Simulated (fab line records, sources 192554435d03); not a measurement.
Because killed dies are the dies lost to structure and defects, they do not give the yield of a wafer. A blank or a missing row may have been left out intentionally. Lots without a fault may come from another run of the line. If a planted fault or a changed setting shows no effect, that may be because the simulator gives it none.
fab line records ; flow n5_finfet
[record] lots = 7; wafers = 39
route steps=1938 shown FIN_SAQP@102 FIN_CUT@176 MOL_CONTACT_COAG@581
start_h: hours from the record's first day to the start of the lot's first wafer shown ; wait_h: time in hours since the lot's previous step ; " repeats the value in the row above ; L1.1+2: a single row standing in for several wafers ; - no value present, or no start provided ; * or withheld: withheld ; < > ~ a bound
route shown NAME@n: NAME is a module with steps in the file, n the number in the route of the first one ; usual: mean/standard deviation of fault-free wafers ; same: alike in all rows ; chamber/n: place in a boat ; sites: per-site readings ; _std_site: standard deviation of those values ; _edge_site: mean of outer sites minus mean of inner sites ; radius_mm: for every site, how far away it sits from the centre of the wafer ; mask NAME#n: copy n ; behind: the most recent tool/chamber to have shaped the wafer ; hold: why the lot was held/for how many hours/how that ended ; device: transistor that didn't switch, given as n, p or np ; end of line: tests run on the same wafers once the route is complete ; a step without rows: its recipe alone ; killed: the dies lost at the first sort to structure and to defects; this is not the yield of the wafer ; map: the dies of a wafer, with x for killed, . for not killed, _ for no die there
set.NAME: the setting the step ran with; set.NAME@STEP: the setting that earlier step ran with ; model.NAME: the simulator's own value behind a step, which no gauge read
lots with deliberately changed settings; one table per step, one row per wafer
[[steps]]
[step N5_FIN_SAQP_HM_DEP_72]
[recipe] material = SiO2; target_thk_a = 120; temp_c = 400; precursor = SiH4/N2O; pressure_torr = 0.75; rf_w = 275; time_s = 7.2
lot.wafer;tool;chamber;start_h;wait_h;set.target_thk_a;model.SiO2_of_FIN_SAQP_HM_DEP_72.thk_nm
L074.3;pecvd-01;1;23.87;0.0;120;11.98
L074.5;pecvd-01;2;23.87;0.0;120;12.05
L074.6;pecvd-01;1;23.87;0.0;120;12.18
L075.1;pecvd-01;0;27.56;0.0;120;12.12
L075.2;pecvd-01;2;27.56;0.0;120;11.96
L075.3;pecvd-01;1;27.56;0.0;146.5;14.6
L075.4;pecvd-01;2;27.56;0.0;120;11.93
L075.5;pecvd-01;1;27.56;0.0;146.5;14.84
L075.6;pecvd-01;0;27.56;0.0;146.5;14.91
L080.1;pecvd-03;0;58.09;0.0;120;11.87
L080.2;pecvd-03;1;58.09;0.0;79.45;7.853
L080.3;pecvd-03;1;58.09;0.0;120;12.07
L080.4;pecvd-03;0;58.09;0.0;79.45;7.962
L080.5;pecvd-03;0;58.09;0.0;120;12.08
L080.6;pecvd-03;1;58.09;0.0;79.45;8.015
L081.1;pecvd-01;1;64.20;0.0;120;11.87
L081.2;pecvd-01;0;64.20;0.0;167.5;16.56
L081.3;pecvd-01;2;64.20;0.0;120;11.79
L081.4;pecvd-01;1;64.20;0.0;167.5;16.82
L081.5;pecvd-01;2;64.20;0.0;120;12.1
L081.6;pecvd-01;0;64.20;0.0;167.5;17.08
L088.1+5;pecvd-04;1,0;104.83;0.0;153.3;15.54
L088.2;pecvd-04;2;104.83;0.0;120;11.95
L088.3;pecvd-04;0;104.83;0.0;120;11.93
L088.4;pecvd-04;1;104.83;0.0;153.3;15.86
L088.6;pecvd-04;2;104.83;0.0;120;12.14
L093.1;pecvd-04;1;135.00;0.0;157.9;15.87
L093.2;pecvd-04;0;135.00;0.0;157.9;15.6
L093.3;pecvd-04;2;135.00;0.0;157.9;15.56
L093.4;pecvd-04;1;135.00;0.0;120;12
L093.5;pecvd-04;0;135.00;0.0;120;11.86
L093.6;pecvd-04;2;135.00;0.0;120;12.03
L094.1;pecvd-04;2;143.04;0.0;120;11.97
L094.2;pecvd-04;1;143.04;0.0;169.9;17.06
L094.3;pecvd-04;0;143.04;0.0;169.9;16.88
L094.4;pecvd-04;0;143.04;0.0;120;12.08
L094.5;pecvd-04;1;143.04;0.0;120;12.02
L094.6;pecvd-04;2;143.04;0.0;169.9;16.94
[step N5_FIN_SAQP_COAT_49]
[recipe] resist = SOC; temp_c = 250; time_s = 60; spin_rpm = 1500; resist_thk_nm = 100
[step N5_FIN_SAQP_COAT_50]
[recipe] resist = SiARC; temp_c = 220; time_s = 60; spin_rpm = 1500; resist_thk_nm = 35
[step N5_FIN_SAQP_ETCH_52]
[recipe] chemistry = N2/H2; target = SOC; target_depth_a = 1000; overetch_a = 200; mask_material = SiARC; temp_c = 40; time_s = 150; ion_energy_ev = 200; pressure_mtorr = 30; source_w = 840; bias_w = 150; n2_flow_sccm = 200; h2_flow_sccm = 200; ends = end_point
[step N5_FIN_SAQP_STRIP_53]
[recipe] chemistry = N2/H2; temp_c = 40; n2_flow_sccm = 200; h2_flow_sccm = 200; rf_frequency_hz = 6e+07
[step N5_FIN_SAQP_HM_OPEN_73]
[recipe] chemistry = CHF3/O2; target = SiO2; stop_on = a-Si; target_depth_a = 120; over_etch_frac = 1.8; mask_material = SOC; time_s = 16.8; pressure_mtorr = 30; source_w = 650; bias_w = 170; Ar_flow_sccm = 200; CHF3_flow_sccm = 50; O2_flow_sccm = 5; ion_energy_ev = 200; ends = end_point
lot.wafer;tool;chamber;start_h;wait_h;set.target_thk_a@FIN_SAQP_HM_DEP_72;model.etch.depth_nm
L074.3;rie_diel-01;0;24.61;0.0;120;11.98
L074.5;rie_diel-01;1;24.61;0.0;120;12.05
L074.6;rie_diel-01;0;24.61;0.0;120;12.18
L075.1;rie_diel-01;2;28.30;0.0;120;12.12
L075.2;rie_diel-01;3;28.30;0.0;120;11.96
L075.3;rie_diel-01;0;28.30;0.0;146.5;14.6
L075.4;rie_diel-01;1;28.30;0.0;120;11.93
L075.5;rie_diel-01;3;28.30;0.0;146.5;14.84
L075.6;rie_diel-01;2;28.30;0.0;146.5;14.91
L080.1;rie_diel-01;1;58.82;0.0;120;11.87
L080.2;rie_diel-01;3;58.82;0.0;79.45;7.853
L080.3;rie_diel-01;0;58.82;0.0;120;12.07
L080.4;rie_diel-01;0;58.82;0.0;79.45;7.962
L080.5;rie_diel-01;1;58.82;0.0;120;12.08
L080.6;rie_diel-01;3;58.82;0.0;79.45;8.015
L081.1;rie_diel-03;2;64.95;0.0;120;11.87
L081.2;rie_diel-03;1;64.95;0.0;167.5;16.56
L081.3;rie_diel-03;3;64.95;0.0;120;11.79
L081.4;rie_diel-03;3;64.95;0.0;167.5;16.82
L081.5;rie_diel-03;2;64.95;0.0;120;12.1
L081.6;rie_diel-03;1;64.95;0.0;167.5;17.08
L088.1+5;rie_diel-06;2;105.57;0.0;153.3;15.54
L088.2;rie_diel-06;3;105.57;0.0;120;11.95
L088.3;rie_diel-06;0;105.57;0.0;120;11.93
L088.4;rie_diel-06;1;105.57;0.0;153.3;15.86
L088.6;rie_diel-06;1;105.57;0.0;120;12.14
L093.1;rie_diel-01;1;135.78;0.0;157.9;15.87
L093.2;rie_diel-01;2;135.78;0.0;157.9;15.6
L093.3;rie_diel-01;0;135.78;0.0;157.9;15.56
L093.4;rie_diel-01;3;135.78;0.0;120;12
L093.5;rie_diel-01;0;135.78;0.0;120;11.86
L093.6;rie_diel-01;3;135.78;0.0;120;12.03
L094.1;rie_diel-03;3;144.41;0.0;120;11.97
L094.2;rie_diel-03;0;144.41;0.0;169.9;17.06
L094.3;rie_diel-03;2;144.41;0.0;169.9;16.88
L094.4;rie_diel-03;1;144.41;0.0;120;12.08
L094.5;rie_diel-03;0;144.41;0.0;120;12.02
L094.6;rie_diel-03;1;144.41;0.0;169.9;16.94
[step N5_FIN_CUT_CUT_ETCH_15]
[recipe] chemistry = HBr/Cl2/O2; target = Si; target_depth_a = 1000; bt_time_s = 10; mask_material = SOC; time_s = 42.4; ion_energy_ev = *; bias_w = *; pressure_mtorr = 10; icp_w = 800; HBr_flow_sccm = 150; Cl2_flow_sccm = 80; O2_flow_sccm = 12
lot.wafer;tool;chamber;start_h;wait_h;set.time_s;model.FIN_CUT.feature_depth_nm;model.etch.depth_nm;model.SOC_of_FIN_CUT_COAT_18.thk_nm
L074.3;rie_si-04;0;29.84;0.0;42.4;101;100.9;170.6
L074.5;rie_si-04;2;29.84;0.0;42.4;99.8;99.88;170.2
L074.6;rie_si-04;1;29.84;0.0;42.4;98.2;98.14;172.2
L075.1;rie_si-04;3;33.51;0.1;42.4;104;104.1;168.8
L075.2;rie_si-04;1;33.51;0.1;42.4;99.6;99.67;170
L075.3;rie_si-04;0;33.51;0.1;42.4;101.8;101.7;168.6
L075.4;rie_si-04;2;33.51;0.1;34.96;82.6;82.59;175.4
L075.5;rie_si-04;1;33.51;0.1;34.96;81.8;81.89;177
L075.6;rie_si-04;2;33.51;0.1;34.96;81.8;81.82;177.2
L080.1;rie_si-05;2;64.10;0.1;42.4;101.4;101.4;169.6
L080.2;rie_si-05;3;64.10;0.1;27.72;67;67.05;182.6
L080.3;rie_si-05;0;64.10;0.1;27.72;67.8;67.87;181.8
L080.4;rie_si-05;1;64.10;0.1;42.4;102.4;102.5;168.8
L080.5;rie_si-05;1;64.10;0.1;42.4;101.2;101.2;169.6
L080.6;rie_si-05;0;64.10;0.1;27.72;67.8;67.87;182.4
L081.1;rie_si-04;2;71.08;0.1;42.4;99;99.01;170
L081.2;rie_si-04;3;71.08;0.1;42.4;102.8;102.9;168.8
L081.3;rie_si-04;1;71.08;0.1;23.23;54.4;54.36;187.4
L081.4;rie_si-04;0;71.08;0.1;23.23;55.4;55.34;186
L081.5;rie_si-04;1;71.08;0.1;23.23;54.6;54.68;188
L081.6;rie_si-04;2;71.08;0.1;42.4;99.4;99.41;171
L088.1;rie_si-06;1;111.22;0.1;42.4;101.8;101.8;169
L088.2;rie_si-06;2;111.22;0.1;22.76;54.6;54.67;186.2
L088.3;rie_si-06;3;111.22;0.1;42.4;99.6;99.7;169.8
L088.4;rie_si-06;0;111.22;0.1;22.76;54.2;54.17;188.2
L088.5;rie_si-06;3;111.22;0.1;22.76;53.4;53.41;187.4
L088.6;rie_si-06;0;111.22;0.1;42.4;101.4;101.3;170
L093.1;rie_si-06;2;142.14;0.1;42.4;100.2;100.2;170.8
L093.2;rie_si-06;1;142.14;0.1;42.4;99.4;99.49;170.2
L093.3;rie_si-06;3;142.14;0.1;42.4;98;98.06;171.4
L093.4;rie_si-06;0;142.14;0.1;42.4;100.2;100.2;171.4
L093.5;rie_si-06;1;142.14;0.1;42.4;100;100.1;170.4
L093.6;rie_si-06;2;142.14;0.1;42.4;99.6;99.62;170.2
L094.1;rie_si-05;2;150.02;0.1;42.4;103.2;103.3;168
L094.2;rie_si-05;0;150.02;0.1;42.4;103.8;103.8;168.4
L094.3;rie_si-05;1;150.02;0.1;42.4;101.8;101.7;171
L094.4;rie_si-05;3;150.02;0.1;42.4;103;103;168.2
L094.5;rie_si-05;2;150.02;0.1;42.4;103.4;103.4;169.6
L094.6;rie_si-05;3;150.02;0.1;42.4;103;103;168.4
[step N5_MOL_CONTACT_COAG_ETCH_91]
[recipe] chemistry = N2/H2; target = SOC; target_depth_a = 600; overetch_a = 210; mask_material = SiARC; temp_c = 40; time_s = 101.2; ion_energy_ev = 200; pressure_mtorr = 30; source_w = 840; bias_w = 150; n2_flow_sccm = 200; h2_flow_sccm = 200
lot.wafer;tool;chamber;start_h;wait_h;set.time_s;model.etch.depth_nm;model.SiARC_of_MOL_CONTACT_COAG_COAT_76.thk_nm
L074.3;rie_diel-03;1;102.60;0.0;101.2;60.2;5.8
L074.5;rie_diel-03;1;102.60;0.0;101.2;59.9;5.8
L074.6;rie_diel-03;0;102.60;0.0;101.2;60.32;6
L075.1;rie_diel-06;3;109.72;0.0;101.2;59.72;5.6
L075.2;rie_diel-06;1;109.72;0.0;101.2;60.05;5.6
L075.3;rie_diel-06;2;109.72;0.0;101.2;59.87;5.8
L075.4;rie_diel-06;0;109.72;0.0;101.2;59.94;5.8
L075.5;rie_diel-06;3;109.72;0.0;101.2;59.59;5.6
L075.6;rie_diel-06;2;109.72;0.0;101.2;59.84;5.8
L080.1;rie_diel-01;0;141.64;0.0;101.2;59.78;5.8
L080.2;rie_diel-01;3;141.64;0.0;45.22;35.51;8.2
L080.3;rie_diel-01;1;141.64;0.0;45.22;36.71;8.2
L080.4;rie_diel-01;2;141.64;0.0;45.22;35.62;8.2
L080.5;rie_diel-01;1;141.64;0.0;101.2;59.81;5.8
L080.6;rie_diel-01;0;141.64;0.0;101.2;59.92;5.6
L081.1;rie_diel-03;2;146.01;0.0;101.2;60;5.8
L081.2;rie_diel-03;1;146.01;0.0;101.2;60.09;5.8
L081.3;rie_diel-03;3;146.01;0.0;101.2;60.06;5.6
L081.4;rie_diel-03;0;146.01;0.0;101.2;60.05;6
L081.5;rie_diel-03;1;146.01;0.0;101.2;60.12;5.8
L081.6;rie_diel-03;0;146.01;0.0;101.2;60.09;6
L088.1;rie_diel-06;1;185.18;0.0;101.2;60;5.8
L088.2;rie_diel-06;2;185.18;0.0;101.2;59.82;6
L088.3;rie_diel-06;3;185.18;0.0;101.2;59.88;5.8
L088.4;rie_diel-06;0;185.18;0.0;56.2;44.95;7.8
L088.5;rie_diel-06;3;185.18;0.0;56.2;45.93;7.6
L088.6;rie_diel-06;0;185.18;0.0;56.2;44.81;7.8
L093.1;rie_diel-03;0;212.02;0.0;101.2;59.97;6
L093.2;rie_diel-03;3;212.02;0.0;123.3;60.16;4.6
L093.3;rie_diel-03;2;212.02;0.0;123.3;60.21;4.8
L093.4;rie_diel-03;1;212.02;0.0;101.2;60.16;5.8
L093.5;rie_diel-03;3;212.02;0.0;123.3;59.96;4.6
L093.6;rie_diel-03;0;212.02;0.0;101.2;60.08;6
L094.1;rie_diel-06;2;218.44;0.0;64.62;51.06;7.4
L094.2;rie_diel-06;0;218.44;0.0;101.2;59.75;5.8
L094.3;rie_diel-06;3;218.44;0.0;64.62;53.35;7.2
L094.4;rie_diel-06;1;218.44;0.0;101.2;60.1;5.6
L094.5;rie_diel-06;3;218.44;0.0;101.2;59.92;5.6
L094.6;rie_diel-06;0;218.44;0.0;64.62;51.38;7.4
[step N5_MOL_CONTACT_COAG_STRIP_92]
[recipe] chemistry = N2/H2; temp_c = 40; n2_flow_sccm = 200; h2_flow_sccm = 200; rf_frequency_hz = 6e+07
[step N5_MOL_CONTACT_COAG_STRIP_93]
[recipe] chemistry = N2/H2; temp_c = 40; n2_flow_sccm = 200; h2_flow_sccm = 200; rf_frequency_hz = 6e+07
[step N5_MOL_CONTACT_COAG_VIA_ETCH_46]
[recipe] chemistry = C4F6/O2; target_depth_a = 460; overetch_a = 92; mask_material = SOC; target = SiO2; bias_w = 455; pressure_mtorr = 10; time_s = 40; source_w = 325; Ar_flow_sccm = 300; C4F6_flow_sccm = 10; O2_flow_sccm = 10; ion_energy_ev = 575.3; ends = end_point
[step N5_MOL_CONTACT_COAG_STRIP_96]
[recipe] chemistry = N2/H2; power_w = 500; temp_c = 40; pressure_mtorr = 50; rf_frequency_hz = 6e+07; overash_fraction = 0.3; bias_power_w = 28; h2_frac = 0.5; n2_flow_sccm = 300; h2_flow_sccm = 300
[step N5_MOL_CONTACT_COAG_ETCH_47]
[recipe] chemistry = CH3F/O2; target = SiNx; target_depth_a = 270; mask_material = SiO2; stop_on = W; over_etch_frac = 0.2; ion_energy_ev = 120; endpoint = OES-CN; pressure_mtorr = 30; source_w = 395; bias_w = 73; Ar_flow_sccm = 150; CH3F_flow_sccm = 30; O2_flow_sccm = 20; ends = end_point
[usual] etch_rf_on_time_s = 31.0/0.48
lot.wafer;tool;chamber;start_h;wait_h;set.time_s@MOL_CONTACT_COAG_ETCH_91;etch_rf_on_time_s;model.etch.over_etch_s
L074.3;rie_diel-03;1;102.83;0.0;101.2;30.7;5.114
L074.5;rie_diel-03;1;102.83;0.0;101.2;30.7;5.118
L074.6;rie_diel-03;0;102.83;0.0;101.2;31.5;5.246
L075.1;rie_diel-06;3;109.95;0.0;101.2;30.3;5.042
L075.2;rie_diel-06;1;109.95;0.0;101.2;30.8;5.138
L075.3;rie_diel-06;2;109.95;0.0;101.2;31.7;5.279
L075.4;rie_diel-06;0;109.95;0.0;101.2;31.1;5.186
L075.5;rie_diel-06;3;109.95;0.0;101.2;30.2;5.032
L075.6;rie_diel-06;2;109.95;0.0;101.2;31.5;5.252
L080.1;rie_diel-01;0;141.87;0.0;101.2;31.1;5.185
L080.2;rie_diel-01;3;141.87;0.0;45.22;50.8;0
L080.3;rie_diel-01;1;141.87;0.0;45.22;50.8;0
L080.4;rie_diel-01;2;141.87;0.0;45.22;50.8;0
L080.5;rie_diel-01;1;141.87;0.0;101.2;30.7;5.119
L080.6;rie_diel-01;0;141.87;0.0;101.2;31.2;5.194
L081.1;rie_diel-03;2;146.24;0.0;101.2;31.0;5.164
L081.2;rie_diel-03;1;146.24;0.0;101.2;31.0;5.164
L081.3;rie_diel-03;3;146.24;0.0;101.2;30.0;5
L081.4;rie_diel-03;0;146.24;0.0;101.2;31.9;5.315
L081.5;rie_diel-03;1;146.24;0.0;101.2;30.7;5.12
L081.6;rie_diel-03;0;146.24;0.0;101.2;31.7;5.279
L088.1;rie_diel-06;1;185.41;0.0;101.2;30.9;5.147
L088.2;rie_diel-06;2;185.41;0.0;101.2;31.9;5.31
L088.3;rie_diel-06;3;185.41;0.0;101.2;31.0;5.165
L088.4;rie_diel-06;0;185.41;0.0;56.2;50.8;0
L088.5;rie_diel-06;3;185.41;0.0;56.2;50.8;0
L088.6;rie_diel-06;0;185.41;0.0;56.2;50.8;0
L093.1;rie_diel-03;0;212.25;0.0;101.2;31.9;5.313
L093.2;rie_diel-03;3;212.25;0.0;123.3;30.2;5.023
L093.3;rie_diel-03;2;212.25;0.0;123.3;31.1;5.189
L093.4;rie_diel-03;1;212.25;0.0;101.2;31.3;5.217
L093.5;rie_diel-03;3;212.25;0.0;123.3;30.3;5.052
L093.6;rie_diel-03;0;212.25;0.0;101.2;31.7;5.273
L094.1;rie_diel-06;2;218.67;0.0;64.62;50.8;0
L094.2;rie_diel-06;0;218.67;0.0;101.2;31.1;5.182
L094.3;rie_diel-06;3;218.67;0.0;64.62;50.8;0
L094.4;rie_diel-06;1;218.67;0.0;101.2;30.3;5.058
L094.5;rie_diel-06;3;218.67;0.0;101.2;30.3;5.043
L094.6;rie_diel-06;0;218.67;0.0;64.62;50.8;0
[step N5_MOL_CONTACT_COAG_STRIP_119]
[recipe] chemistry = N2/H2; time_s = 30; power_w = 1000; temp_c = 250; pressure_mtorr = withheld; n2_flow_sccm = 1750; h2_flow_sccm = 3250
[step N5_MOL_CONTACT_COAG_PRECLEAN_144]
[recipe] chemistry = alkaline_clean; temp_c = 60; time_s = 60; do_ppb = 50
[step N5_MOL_CONTACT_COAG_STRIP_120]
[recipe] chemistry = CHF3; resist = SiARC; rf_frequency_hz = 6e+07
[step N5_MOL_CONTACT_COAG_VIA_ETCH_117]
[recipe] chemistry = C4F6/O2; target_depth_a = 400; overetch_a = 80; mask_material = SOC; target = SiO2; bias_w = 455; pressure_mtorr = 10; time_s = 26; source_w = 325; Ar_flow_sccm = 300; C4F6_flow_sccm = 10; O2_flow_sccm = 10; ion_energy_ev = 575.3; ends = end_point
[step N5_MOL_CONTACT_COAG_ETCH_124]
[recipe] chemistry = CH3F/O2; target = SiNx; target_depth_a = 65; mask_material = SOC; stop_on = SiOC; over_etch_frac = 0.3; ion_energy_ev = 120; pressure_mtorr = 30; source_w = 395; bias_w = 73; Ar_flow_sccm = 150; CH3F_flow_sccm = 30; O2_flow_sccm = 20; ends = end_point
[usual] oes_product_au = 0.71/0.047
lot.wafer;tool;chamber;start_h;wait_h;set.time_s@MOL_CONTACT_COAG_ETCH_91;oes_product_au
L074.3;rie_diel-03;3;104.19;0.0;101.2;0.76
L074.5;rie_diel-03;2;104.19;0.0;101.2;0.68
L074.6;rie_diel-03;1;104.19;0.0;101.2;0.70
L075.1;rie_diel-03;3;111.16;0.0;101.2;0.75
L075.2;rie_diel-03;0;111.16;0.0;101.2;0.58
L075.3;rie_diel-03;1;111.16;0.0;101.2;0.69
L075.4;rie_diel-03;2;111.16;0.0;101.2;0.67
L075.5;rie_diel-03;0;111.16;0.0;101.2;0.59
L075.6;rie_diel-03;3;111.16;0.0;101.2;0.75
L080.1;rie_diel-01;2;143.33;0.0;101.2;0.77
L080.2;rie_diel-01;1;143.33;0.0;45.22;0.33
L080.3;rie_diel-01;3;143.33;0.0;45.22;0.31
L080.4;rie_diel-01;0;143.33;0.0;45.22;0.32
L080.5;rie_diel-01;1;143.33;0.0;101.2;0.76
L080.6;rie_diel-01;2;143.33;0.0;101.2;0.77
L081.1;rie_diel-01;1;148.17;0.0;101.2;0.75
L081.2;rie_diel-01;0;148.17;0.0;101.2;0.71
L081.3;rie_diel-01;2;148.17;0.0;101.2;0.76
L081.4;rie_diel-01;3;148.17;0.0;101.2;0.70
L081.5;rie_diel-01;1;148.17;0.0;101.2;0.75
L081.6;rie_diel-01;0;148.17;0.0;101.2;0.73
L088.1;rie_diel-03;0;186.83;0.0;101.2;0.79
L088.2;rie_diel-03;1;186.83;0.0;101.2;0.67
L088.3;rie_diel-03;2;186.83;0.0;101.2;0.66
L088.4;rie_diel-03;3;186.83;0.0;56.2;0.31
L088.5;rie_diel-03;3;186.83;0.0;56.2;0.33
L088.6;rie_diel-03;0;186.83;0.0;56.2;0.34
L093.1;rie_diel-06;3;213.42;0.0;101.2;0.74
L093.2;rie_diel-06;0;213.42;0.0;123.3;0.72
L093.3;rie_diel-06;2;213.42;0.0;123.3;0.62
L093.4;rie_diel-06;1;213.42;0.0;101.2;0.73
L093.5;rie_diel-06;1;213.42;0.0;123.3;0.73
L093.6;rie_diel-06;2;213.42;0.0;101.2;0.62
L094.1;rie_diel-01;3;220.28;0.0;64.62;0.30
L094.2;rie_diel-01;0;220.28;0.0;101.2;0.70
L094.3;rie_diel-01;2;220.28;0.0;64.62;0.31
L094.4;rie_diel-01;1;220.28;0.0;101.2;0.72
L094.5;rie_diel-01;1;220.28;0.0;101.2;0.72
L094.6;rie_diel-01;2;220.28;0.0;64.62;0.31
[step N5_MOL_CONTACT_COAG_ETCH_48]
[recipe] chemistry = C4F6/O2; target_depth_a = 150; overetch_a = 45; mask_material = SOC; target = SiOC; bias_w = 465; pressure_mtorr = 10; time_s = 17; source_w = 335; Ar_flow_sccm = 300; C4F6_flow_sccm = 10; O2_flow_sccm = 10; ion_energy_ev = 576
[usual] oes_product_au = 0.70/0.057
lot.wafer;tool;chamber;start_h;wait_h;set.time_s@MOL_CONTACT_COAG_ETCH_91;oes_product_au
L074.3;rie_diel-03;3;104.23;0.0;101.2;0.76
L074.5;rie_diel-03;2;104.23;0.0;101.2;0.68
L074.6;rie_diel-03;1;104.23;0.0;101.2;0.68
L075.1;rie_diel-03;3;111.20;0.0;101.2;0.75
L075.2;rie_diel-03;0;111.20;0.0;101.2;0.58
L075.3;rie_diel-03;1;111.20;0.0;101.2;0.67
L075.4;rie_diel-03;2;111.20;0.0;101.2;0.62
L075.5;rie_diel-03;0;111.20;0.0;101.2;0.55
L075.6;rie_diel-03;3;111.20;0.0;101.2;0.66
L080.1;rie_diel-01;2;143.37;0.0;101.2;0.71
L080.2;rie_diel-01;1;143.37;0.0;45.22;0.33
L080.3;rie_diel-01;3;143.37;0.0;45.22;0.31
L080.4;rie_diel-01;0;143.37;0.0;45.22;0.31
L080.5;rie_diel-01;1;143.37;0.0;101.2;0.77
L080.6;rie_diel-01;2;143.37;0.0;101.2;0.79
L081.1;rie_diel-01;1;148.21;0.0;101.2;0.79
L081.2;rie_diel-01;0;148.21;0.0;101.2;0.73
L081.3;rie_diel-01;2;148.21;0.0;101.2;0.72
L081.4;rie_diel-01;3;148.21;0.0;101.2;0.69
L081.5;rie_diel-01;1;148.21;0.0;101.2;0.76
L081.6;rie_diel-01;0;148.21;0.0;101.2;0.74
L088.1;rie_diel-03;0;186.87;0.0;101.2;0.78
L088.2;rie_diel-03;1;186.87;0.0;101.2;0.64
L088.3;rie_diel-03;2;186.87;0.0;101.2;0.62
L088.4;rie_diel-03;3;186.87;0.0;56.2;0.32
L088.5;rie_diel-03;3;186.87;0.0;56.2;0.32
L088.6;rie_diel-03;0;186.87;0.0;56.2;0.34
L093.1;rie_diel-06;3;213.46;0.0;101.2;0.73
L093.2;rie_diel-06;0;213.46;0.0;123.3;0.77
L093.3;rie_diel-06;2;213.46;0.0;123.3;0.63
L093.4;rie_diel-06;1;213.46;0.0;101.2;0.75
L093.5;rie_diel-06;1;213.46;0.0;123.3;0.74
L093.6;rie_diel-06;2;213.46;0.0;101.2;0.65
L094.1;rie_diel-01;3;220.32;0.0;64.62;0.29
L094.2;rie_diel-01;0;220.32;0.0;101.2;0.69
L094.3;rie_diel-01;2;220.32;0.0;64.62;0.31
L094.4;rie_diel-01;1;220.32;0.0;101.2;0.78
L094.5;rie_diel-01;1;220.32;0.0;101.2;0.72
L094.6;rie_diel-01;2;220.32;0.0;64.62;0.32
[[key]]
[split] step = N5_FIN_SAQP_HM_DEP_72; setting = target_thk_a; stated = 120; by = wafer
[response] step = N5_FIN_SAQP_HM_DEP_72; reading = model.SiO2_of_FIN_SAQP_HM_DEP_72.thk_nm; change = +0.122; per = 1%; r = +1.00
[response] step = N5_FIN_SAQP_HM_OPEN_73; reading = model.etch.depth_nm; change = +0.122; per = 1%; r = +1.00
[split] step = N5_FIN_CUT_CUT_ETCH_15; setting = time_s; stated = 42.4; by = wafer
[response] step = N5_FIN_CUT_CUT_ETCH_15; reading = model.FIN_CUT.feature_depth_nm; change = +1.01; per = 1%; r = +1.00
[response] step = N5_FIN_CUT_CUT_ETCH_15; reading = model.etch.depth_nm; change = +1.01; per = 1%; r = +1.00
[response] step = N5_FIN_CUT_CUT_ETCH_15; reading = model.SOC_of_FIN_CUT_COAT_18.thk_nm; change = -0.382; per = 1%; r = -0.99
[split] step = N5_MOL_CONTACT_COAG_ETCH_91; setting = time_s; stated = 101.2; by = wafer
[response] step = N5_MOL_CONTACT_COAG_ETCH_91; reading = model.etch.depth_nm; change = +0.332; per = 1%; r = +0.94
[response] step = N5_MOL_CONTACT_COAG_ETCH_91; reading = model.SiARC_of_MOL_CONTACT_COAG_COAT_76.thk_nm; change = -0.0451; per = 1%; r = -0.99
[response] step = N5_MOL_CONTACT_COAG_ETCH_47; reading = etch_rf_on_time_s; change = *; per = 1%; r = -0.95
[response] step = N5_MOL_CONTACT_COAG_ETCH_47; reading = model.etch.over_etch_s; shape = bent; at_lowest = 0; at_stated = 5.172; at_highest = 5.088
[response] step = N5_MOL_CONTACT_COAG_ETCH_124; reading = oes_product_au; change = +0.00818; per = 1%; r = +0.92
[response] step = N5_MOL_CONTACT_COAG_ETCH_48; reading = oes_product_au; change = +0.00807; per = 1%; r = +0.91
